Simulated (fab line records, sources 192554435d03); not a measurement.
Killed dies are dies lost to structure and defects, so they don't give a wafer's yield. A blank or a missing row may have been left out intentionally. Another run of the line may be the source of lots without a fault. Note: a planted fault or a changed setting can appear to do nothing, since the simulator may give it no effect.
Which tool is to blame? / flow n5 finfet / 72 wafers from 24 lots sampled at 4 of the route's 1938 steps

== WHAT THE GAUGES READ, wafer by wafer ==
N5_BEOL_M5_OVL_MEAS_12. Usual: for M5_OVL the level is 0.7 nm and the standard deviation is 0.73.
lot=L074; measured=day 8 03:46; on=overlay-02; M5_OVL (nm)=1.3 0.5 1.4; flag=
lot=L075; measured=day 8 10:19; on=overlay-01; M5_OVL (nm)=1.5 0.7 2.7; flag=
lot=L076; measured=day 8 14:04; on=overlay-02; M5_OVL (nm)=-0.6 0.9 0.2; flag=
lot=L077; measured=day 8 20:26; on=overlay-01; M5_OVL (nm)=0.2 0.2 0.5; flag=
lot=L078; measured=day 9 03:48; on=overlay-01; M5_OVL (nm)=1.7 1.6 0.9; flag=
lot=L079; measured=day 9 05:50; on=overlay-02; M5_OVL (nm)=0.5 0.6 1.0; flag=
lot=L080; measured=day 9 10:36; on=overlay-02; M5_OVL (nm)=0.5 1.1 0.5; flag=
lot=L081; measured=day 9 19:58; on=overlay-01; M5_OVL (nm)=0.5 1.3 1.3; flag=
lot=L082; measured=day 10 03:38; on=overlay-01; M5_OVL (nm)=0.0 0.4 -0.5; flag=
lot=L083; measured=day 10 06:49; on=overlay-01; M5_OVL (nm)=0.7 0.1 1.1; flag=
lot=L084; measured=day 10 13:10; on=overlay-02; M5_OVL (nm)=0.4 1.0 1.4; flag=
lot=L085; measured=day 10 19:36; on=overlay-01; M5_OVL (nm)=0.5 0.2 0.4; flag=
lot=L086; measured=day 10 23:16; on=overlay-01; M5_OVL (nm)=2.3 0.7 0.2; flag=
lot=L087; measured=day 11 12:52; on=overlay-01; M5_OVL (nm)=0.8 0.4 1.6; flag=
lot=L090; measured=day 11 21:14; on=overlay-02; M5_OVL (nm)=1.5 1.2 1.0; flag=
lot=L088; measured=day 12 01:23; on=overlay-02; M5_OVL (nm)=0.4 -0.2 -1.4; flag=
lot=L089; measured=day 12 03:12; on=overlay-02; M5_OVL (nm)=-0.1 0.4 0.3; flag=
lot=L091; measured=day 12 03:25; on=overlay-01; M5_OVL (nm)=1.1 1.3 0.8; flag=
lot=L092; measured=day 12 13:00; on=overlay-02; M5_OVL (nm)=0.2 0.2 -0.7; flag=
lot=L093; measured=day 12 21:00; on=overlay-01; M5_OVL (nm)=-1.0 -0.9 -0.1; flag=
lot=L094; measured=day 13 00:14; on=overlay-02; M5_OVL (nm)=0.6 0.6 0.6; flag=
lot=L095; measured=day 13 09:14; on=overlay-02; M5_OVL (nm)=0.5 0.9 0.9; flag=
lot=L096; measured=day 14 01:55; on=overlay-01; M5_OVL (nm)=1.1 0.7 1.4; flag=
lot=L097; measured=day 14 05:16; on=overlay-01; M5_OVL (nm)=1.1 2.4 1.1; flag=

N5_BEOL_M5_OVL_MEAS_29. Usual: for V4_OVL the level is 0.3 nm and the standard deviation is 0.66.
lot=L074; measured=day 8 06:35; on=overlay-02; V4_OVL (nm)=-0.5 0.2 -0.1; flag=
lot=L075; measured=day 8 12:58; on=overlay-02; V4_OVL (nm)=0.7 0.3 1.3; flag=
lot=L076; measured=day 8 15:18; on=overlay-02; V4_OVL (nm)=0.0 0.9 -0.3; flag=
lot=L077; measured=day 8 21:25; on=overlay-02; V4_OVL (nm)=-0.2 -1.1 -0.3; flag=
lot=L078; measured=day 9 04:45; on=overlay-02; V4_OVL (nm)=0.4 -0.5 1.5; flag=
lot=L079; measured=day 9 08:11; on=overlay-01; V4_OVL (nm)=0.1 0.4 0.3; flag=
lot=L080; measured=day 9 11:31; on=overlay-01; V4_OVL (nm)=0.9 1.0 1.2; flag=
lot=L081; measured=day 9 21:06; on=overlay-01; V4_OVL (nm)=0.4 1.1 0.9; flag=
lot=L082; measured=day 10 05:04; on=overlay-01; V4_OVL (nm)=0.9 -0.2 0.2; flag=
lot=L083; measured=day 10 08:55; on=overlay-01; V4_OVL (nm)=1.5 -0.2 0.8; flag=
lot=L084; measured=day 10 14:50; on=overlay-01; V4_OVL (nm)=0.5 0.6 1.6; flag=
lot=L085; measured=day 10 21:59; on=overlay-02; V4_OVL (nm)=0.3 -0.2 -1.2; flag=
lot=L086; measured=day 11 00:27; on=overlay-02; V4_OVL (nm)=0.2 -0.2 0.2; flag=
lot=L087; measured=day 11 15:01; on=overlay-02; V4_OVL (nm)=-0.6 -0.6 -0.1; flag=
lot=L090; measured=day 12 00:13; on=overlay-01; V4_OVL (nm)=1.4 0.4 0.7; flag=
lot=L088; measured=day 12 05:05; on=overlay-02; V4_OVL (nm)=-0.2 0.7 -0.2; flag=
lot=L089; measured=day 12 05:15; on=overlay-01; V4_OVL (nm)=0.0 -0.2 0.4; flag=
lot=L091; measured=day 12 05:19; on=overlay-02; V4_OVL (nm)=-0.5 -2.0 0.0; flag=
lot=L092; measured=day 12 19:28; on=overlay-02; V4_OVL (nm)=0.0 0.8 0.6; flag=
lot=L093; measured=day 12 21:52; on=overlay-01; V4_OVL (nm)=-0.1 0.8 -0.3; flag=
lot=L094; measured=day 13 03:49; on=overlay-01; V4_OVL (nm)=-0.8 0.3 0.9; flag=
lot=L095; measured=day 13 11:35; on=overlay-02; V4_OVL (nm)=0.9 -0.7 0.6; flag=
lot=L096; measured=day 14 04:07; on=overlay-01; V4_OVL (nm)=-0.5 0.4 0.9; flag=
lot=L097; measured=day 14 10:24; on=overlay-01; V4_OVL (nm)=0.7 1.2 1.0; flag=

== WHAT TOOL EACH LOT RAN ON (gives the tool, then ch and the chambers of the sampled wafers, and finally the start) ==
lot=L074; N5_BEOL_M5_CURE_79=uv cure-03 ch 2, day 8 02:21; N5_BEOL_M5_ETCH_72=rie diel-04 ch 1,2,3, day 8 03:53
lot=L075; N5_BEOL_M5_CURE_79=uv cure-01 ch 0, day 8 08:28; N5_BEOL_M5_ETCH_72=rie diel-04 ch 0,3, day 8 10:26
lot=L076; N5_BEOL_M5_CURE_79=uv cure-03 ch 2, day 8 11:01; N5_BEOL_M5_ETCH_72=rie diel-04 ch 0,1,2, day 8 14:11
lot=L077; N5_BEOL_M5_CURE_79=uv cure-01 ch 2, day 8 16:56; N5_BEOL_M5_ETCH_72=rie diel-01 ch 1,2,3, day 8 20:34
lot=L078; N5_BEOL_M5_CURE_79=uv cure-01 ch 0, day 9 02:22; N5_BEOL_M5_ETCH_72=rie diel-04 ch 0,3, day 9 03:56
lot=L079; N5_BEOL_M5_CURE_79=uv cure-03 ch 2, day 9 04:23; N5_BEOL_M5_ETCH_72=rie diel-04 ch 2,3, day 9 05:58
lot=L080; N5_BEOL_M5_CURE_79=uv cure-03 ch 0, day 9 09:19; N5_BEOL_M5_ETCH_72=rie diel-01 ch 0,2, day 9 10:43
lot=L081; N5_BEOL_M5_CURE_79=uv cure-02 ch 1, day 9 17:55; N5_BEOL_M5_ETCH_72=rie diel-01 ch 1,2, day 9 20:06
lot=L082; N5_BEOL_M5_CURE_79=uv cure-02 ch 1, day 10 02:25; N5_BEOL_M5_ETCH_72=rie diel-01 ch 1,2,3, day 10 03:46
lot=L083; N5_BEOL_M5_CURE_79=uv cure-01 ch 1, day 10 04:56; N5_BEOL_M5_ETCH_72=rie diel-04 ch 0,2, day 10 07:21
lot=L084; N5_BEOL_M5_CURE_79=uv cure-01 ch 1, day 10 11:36; N5_BEOL_M5_ETCH_72=rie diel-01 ch 0,2,3, day 10 13:28
lot=L085; N5_BEOL_M5_CURE_79=uv cure-02 ch 2, day 10 17:58; N5_BEOL_M5_ETCH_72=rie diel-04 ch 0,1,3, day 10 19:43
lot=L086; N5_BEOL_M5_CURE_79=uv cure-03 ch 1, day 10 20:26; N5_BEOL_M5_ETCH_72=rie diel-01 ch 0,1,2, day 10 23:24
lot=L087; N5_BEOL_M5_CURE_79=uv cure-01 ch 1, day 11 11:11; N5_BEOL_M5_ETCH_72=rie diel-04 ch 1,2, day 11 12:59
lot=L090; N5_BEOL_M5_CURE_79=uv cure-03 ch 0, day 11 18:59; N5_BEOL_M5_ETCH_72=rie diel-03 ch 1,2,3, day 11 21:22
lot=L088; N5_BEOL_M5_CURE_79=uv cure-01 ch 1, day 11 22:45; N5_BEOL_M5_ETCH_72=rie diel-04 ch 1,2,3, day 12 02:02
lot=L089; N5_BEOL_M5_CURE_79=uv cure-01 ch 0, day 12 02:02; N5_BEOL_M5_ETCH_72=rie diel-03 ch 0,3, day 12 03:21
lot=L091; N5_BEOL_M5_CURE_79=uv cure-02 ch 2, day 12 02:14; N5_BEOL_M5_ETCH_72=rie diel-04 ch 2,3, day 12 03:32
lot=L092; N5_BEOL_M5_CURE_79=uv cure-01 ch 2, day 12 09:01; N5_BEOL_M5_ETCH_72=rie diel-03 ch 0,3, day 12 13:09
lot=L093; N5_BEOL_M5_CURE_79=uv cure-03 ch 2, day 12 18:46; N5_BEOL_M5_ETCH_72=rie diel-04 ch 1,3, day 12 21:07
lot=L094; N5_BEOL_M5_CURE_79=uv cure-02 ch 0, day 12 22:13; N5_BEOL_M5_ETCH_72=rie diel-04 ch 0,1,2, day 13 00:21
lot=L095; N5_BEOL_M5_CURE_79=uv cure-02 ch 1, day 13 07:58; N5_BEOL_M5_ETCH_72=rie diel-01 ch 0,1,3, day 13 09:26
lot=L096; N5_BEOL_M5_CURE_79=uv cure-03 ch 0, day 13 23:52; N5_BEOL_M5_ETCH_72=rie diel-03 ch 2,3, day 14 02:11
lot=L097; N5_BEOL_M5_CURE_79=uv cure-02 ch 0, day 14 02:56; N5_BEOL_M5_ETCH_72=rie diel-03 ch 0,1,2, day 14 05:35
- N5_BEOL_M5_CURE_79: cures SiCOH lowk, time 240 s.
- N5_BEOL_M5_ETCH_72: etches underlayer in N2/H2, target depth 6.5 nm, time 5.2 s.

== AS READ BY THE TOOLS THEMSELVES (means over the sampled wafers that have a number; for cases with no such wafer, the mark the record gives instead) ==
N5_BEOL_M5_CURE_79. Usual: lamp power pct 52.32 %, standard deviation 0.051; wafer_temp_C_max 386.8, standard deviation 0.71.
lot=L074; tool=uv cure-03; lamp power pct (%)=52.32; wafer_temp_C_max=386.5; flag=
lot=L075; tool=uv cure-01; lamp power pct (%)=52.28; wafer_temp_C_max=388.3; flag=
lot=L076; tool=uv cure-03; lamp power pct (%)=52.29; wafer_temp_C_max=386.9; flag=
lot=L077; tool=uv cure-01; lamp power pct (%)=52.35; wafer_temp_C_max=385.7; flag=
lot=L078; tool=uv cure-01; lamp power pct (%)=52.30; wafer_temp_C_max=387.6; flag=
lot=L079; tool=uv cure-03; lamp power pct (%)=52.33; wafer_temp_C_max=386.9; flag=
lot=L080; tool=uv cure-03; lamp power pct (%)=52.35; wafer_temp_C_max=386.2; flag=
lot=L081; tool=uv cure-02; lamp power pct (%)=52.29; wafer_temp_C_max=387.3; flag=
lot=L082; tool=uv cure-02; lamp power pct (%)=52.29; wafer_temp_C_max=387.7; flag=
lot=L083; tool=uv cure-01; lamp power pct (%)=52.31; wafer_temp_C_max=387.2; flag=
lot=L084; tool=uv cure-01; lamp power pct (%)=52.35; wafer_temp_C_max=386.8; flag=
lot=L085; tool=uv cure-02; lamp power pct (%)=52.29; wafer_temp_C_max=386.7; flag=
lot=L086; tool=uv cure-03; lamp power pct (%)=52.35; wafer_temp_C_max=385.9; flag=
lot=L087; tool=uv cure-01; lamp power pct (%)=52.30; wafer_temp_C_max=386.2; flag=
lot=L090; tool=uv cure-03; lamp power pct (%)=52.34; wafer_temp_C_max=386.0; flag=
lot=L088; tool=uv cure-01; lamp power pct (%)=52.25; wafer_temp_C_max=386.7; flag=
lot=L089; tool=uv cure-01; lamp power pct (%)=52.34; wafer_temp_C_max=387.6; flag=
lot=L091; tool=uv cure-02; lamp power pct (%)=52.30; wafer_temp_C_max=386.1; flag=
lot=L092; tool=uv cure-01; lamp power pct (%)=52.29; wafer_temp_C_max=386.0; flag=
lot=L093; tool=uv cure-03; lamp power pct (%)=52.30; wafer_temp_C_max=386.6; flag=
lot=L094; tool=uv cure-02; lamp power pct (%)=52.34; wafer_temp_C_max=386.5; flag=
lot=L095; tool=uv cure-02; lamp power pct (%)=52.36; wafer_temp_C_max=387.6; flag=
lot=L096; tool=uv cure-03; lamp power pct (%)=52.32; wafer_temp_C_max=386.3; flag=
lot=L097; tool=uv cure-02; lamp power pct (%)=52.33; wafer_temp_C_max=386.4; flag=

N5_BEOL_M5_ETCH_72. Usual: drypump motor current A 5.9 A, standard deviation 0.6; etch rf on time s 5.23 s, standard deviation 0.11; oes product au 0.68 a.u., standard deviation 0.074; rf vpp V 524.0 V, standard deviation 2.3; showerhead plenum p Torr 2.54 Torr, standard deviation 0.069; throttle valve pct 17.89 %, standard deviation 0.28.
lot=L074; tool=rie diel-04; drypump motor current A (A)=6.3; etch rf on time s (s)=5.32; oes product au (a.u.)=0.68; rf vpp V (V)=524.1; showerhead plenum p Torr (Torr)=2.53; throttle valve pct (%)=18.01; flag=
lot=L075; tool=rie diel-04; drypump motor current A (A)=6.0; etch rf on time s (s)=5.31; oes product au (a.u.)=0.58; rf vpp V (V)=524.7; showerhead plenum p Torr (Torr)=2.56; throttle valve pct (%)=18.38; flag=
lot=L076; tool=rie diel-04; drypump motor current A (A)=6.0; etch rf on time s (s)=5.31; oes product au (a.u.)=0.66; rf vpp V (V)=523.9; showerhead plenum p Torr (Torr)=2.59; throttle valve pct (%)=18.12; flag=
lot=L077; tool=rie diel-01; drypump motor current A (A)=5.9; etch rf on time s (s)=5.06; oes product au (a.u.)=0.72; rf vpp V (V)=522.4; showerhead plenum p Torr (Torr)=2.50; throttle valve pct (%)=17.79; flag=
lot=L078; tool=rie diel-04; drypump motor current A (A)=6.3; etch rf on time s (s)=5.35; oes product au (a.u.)=0.59; rf vpp V (V)=523.4; showerhead plenum p Torr (Torr)=2.49; throttle valve pct (%)=18.28; flag=
lot=L079; tool=rie diel-04; drypump motor current A (A)=6.3; etch rf on time s (s)=5.34; oes product au (a.u.)=0.65; rf vpp V (V)=522.1; showerhead plenum p Torr (Torr)=2.49; throttle valve pct (%)=18.14; flag=
lot=L080; tool=rie diel-01; drypump motor current A (A)=5.2; etch rf on time s (s)=5.12; oes product au (a.u.)=0.78; rf vpp V (V)=523.8; showerhead plenum p Torr (Torr)=2.55; throttle valve pct (%)=17.57; flag=
lot=L081; tool=rie diel-01; drypump motor current A (A)=5.5; etch rf on time s (s)=5.16; oes product au (a.u.)=0.67; rf vpp V (V)=523.1; showerhead plenum p Torr (Torr)=2.51; throttle valve pct (%)=17.99; flag=
lot=L082; tool=rie diel-01; drypump motor current A (A)=5.9; etch rf on time s (s)=5.15; oes product au (a.u.)=0.71; rf vpp V (V)=522.5; showerhead plenum p Torr (Torr)=2.50; throttle valve pct (%)=17.80; flag=
lot=L083; tool=rie diel-04; drypump motor current A (A)=5.7; etch rf on time s (s)=5.21; oes product au (a.u.)=0.78; rf vpp V (V)=526.2; showerhead plenum p Torr (Torr)=2.61; throttle valve pct (%)=18.06; flag=
lot=L084; tool=rie diel-01; drypump motor current A (A)=5.8; etch rf on time s (s)=5.09; oes product au (a.u.)=0.75; rf vpp V (V)=521.7; showerhead plenum p Torr (Torr)=2.52; throttle valve pct (%)=17.60; flag=
lot=L085; tool=rie diel-04; drypump motor current A (A)=6.3; etch rf on time s (s)=5.22; oes product au (a.u.)=0.69; rf vpp V (V)=524.2; showerhead plenum p Torr (Torr)=2.52; throttle valve pct (%)=18.03; flag=
lot=L086; tool=rie diel-01; drypump motor current A (A)=5.4; etch rf on time s (s)=5.06; oes product au (a.u.)=0.72; rf vpp V (V)=524.6; showerhead plenum p Torr (Torr)=2.53; throttle valve pct (%)=17.79; flag=
lot=L087; tool=rie diel-04; drypump motor current A (A)=6.0; etch rf on time s (s)=5.30; oes product au (a.u.)=0.69; rf vpp V (V)=525.0; showerhead plenum p Torr (Torr)=2.58; throttle valve pct (%)=18.02; flag=
lot=L090; tool=rie diel-03; drypump motor current A (A)=5.7; etch rf on time s (s)=5.21; oes product au (a.u.)=0.61; rf vpp V (V)=523.8; showerhead plenum p Torr (Torr)=2.51; throttle valve pct (%)=17.86; flag=
lot=L088; tool=rie diel-04; drypump motor current A (A)=6.3; etch rf on time s (s)=5.26; oes product au (a.u.)=0.66; rf vpp V (V)=523.6; showerhead plenum p Torr (Torr)=2.52; throttle valve pct (%)=18.06; flag=
lot=L089; tool=rie diel-03; drypump motor current A (A)=5.9; etch rf on time s (s)=5.27; oes product au (a.u.)=0.63; rf vpp V (V)=525.4; showerhead plenum p Torr (Torr)=2.59; throttle valve pct (%)=17.67; flag=
lot=L091; tool=rie diel-04; drypump motor current A (A)=6.0; etch rf on time s (s)=5.32; oes product au (a.u.)=0.66; rf vpp V (V)=523.8; showerhead plenum p Torr (Torr)=2.54; throttle valve pct (%)=18.14; flag=
lot=L092; tool=rie diel-03; drypump motor current A (A)=5.8; etch rf on time s (s)=5.29; oes product au (a.u.)=0.63; rf vpp V (V)=524.8; showerhead plenum p Torr (Torr)=2.59; throttle valve pct (%)=17.66; flag=
lot=L093; tool=rie diel-04; drypump motor current A (A)=6.6; etch rf on time s (s)=5.27; oes product au (a.u.)=0.62; rf vpp V (V)=521.9; showerhead plenum p Torr (Torr)=2.50; throttle valve pct (%)=17.98; flag=
lot=L094; tool=rie diel-04; drypump motor current A (A)=6.0; etch rf on time s (s)=5.27; oes product au (a.u.)=0.70; rf vpp V (V)=524.8; showerhead plenum p Torr (Torr)=2.58; throttle valve pct (%)=18.03; flag=
lot=L095; tool=rie diel-01; drypump motor current A (A)=5.5; etch rf on time s (s)=5.20; oes product au (a.u.)=0.67; rf vpp V (V)=522.5; showerhead plenum p Torr (Torr)=2.51; throttle valve pct (%)=17.89; flag=
lot=L096; tool=rie diel-03; drypump motor current A (A)=6.0; etch rf on time s (s)=5.36; oes product au (a.u.)=0.65; rf vpp V (V)=526.6; showerhead plenum p Torr (Torr)=2.63; throttle valve pct (%)=17.71; flag=
lot=L097; tool=rie diel-03; drypump motor current A (A)=5.3; etch rf on time s (s)=5.19; oes product au (a.u.)=0.70; rf vpp V (V)=525.0; showerhead plenum p Torr (Torr)=2.60; throttle valve pct (%)=17.60; flag=

== THE ANSWER, worked out from the rows above alone ==
Rule: a lot counts as off when the mean over its wafers that have a number is more than 3 standard deviations away from the usual mean. Also off: a lot with no number at a reading for which 4 or more lots have one. Where the step has rows for the other lots, those lots are counted as sound. Order of review: gauges by route order, followed by the tools' own readings, for which a lot's mean as printed above is used. The first step at which some lot is off is used, and at that step the reading that is off furthest; a lot without a number counts as furthest.
No lot is off at any reading shown: from this, nothing can be told.

== WHAT HAD BEEN PUT IN BY THE SIMULATOR ==
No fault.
